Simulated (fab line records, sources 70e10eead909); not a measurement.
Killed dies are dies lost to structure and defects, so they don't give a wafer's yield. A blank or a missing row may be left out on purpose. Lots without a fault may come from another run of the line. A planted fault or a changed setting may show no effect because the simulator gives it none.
Chamber matching | flow nand_harc | NHARC_P_M1_PRE_CLEAN_32 on pecvd-03: 3 sister chambers
The step time 12 s. 14 wafers are shown with their chamber, then 7 later ones without.

WAFERS WITH THEIR CHAMBER
wafer  | chamber | heater_power_w (W)
L922.1 | 1       | 605
L922.2 | 0       | 721
L922.3 | 2       | 597
L925.2 | 1       | 626
L925.4 | 2       | 609
L925.5 | 0       | 777
L926.2 | 0       | 794
L926.4 | 1       | 612
L926.5 | 0       | 797
L927.1 | 0       | 815
L927.2 | 2       | 617
L927.6 | 2       | 615
L938.2 | 0       | 712
L938.4 | 0       | 706

SIGNATURES (means of the wafers above)
reading        | chamber 0 | chamber 1 | chamber 2 | scatter within a chamber
heater_power_w | 760.29    | 614.33    | 609.50    | 34.4
Rule: a wafer's distance from a chamber is the root of the sum, over the readings, of the square of ((its reading less the chamber's mean) divided by the reading's scatter). The wafer belongs to the nearest chamber; if the next one is less than 2 further off, it can't be placed. The scatter: the root of (the sum of the squares of (reading less its chamber's mean) over the shown wafers, divided by (wafers less chambers)).

WAFERS WITHOUT THEIR CHAMBER
wafer  | heater_power_w (W)
L938.5 | 558
L940.1 | 710
L940.3 | 614
L940.5 | 514
L942.1 | 600
L942.2 | 538
L942.5 | 616

WHICH CHAMBER EACH WENT THROUGH
wafer  | from the rows above          | in truth
L938.5 | can't be placed: 2 or 1      | 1
L940.1 | can't be placed: 0 or 1 or 2 | 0
L940.3 | can't be placed: 1 or 2      | 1
L940.5 | can't be placed: 2 or 1      | 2
L942.1 | can't be placed: 2 or 1      | 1
L942.2 | can't be placed: 2 or 1      | 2
L942.5 | can't be placed: 1 or 2      | 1
Placed correctly: 0 of 7. Can't be placed from these rows: 7 (the true chamber is among the candidates in 7). Placed wrongly: 0.
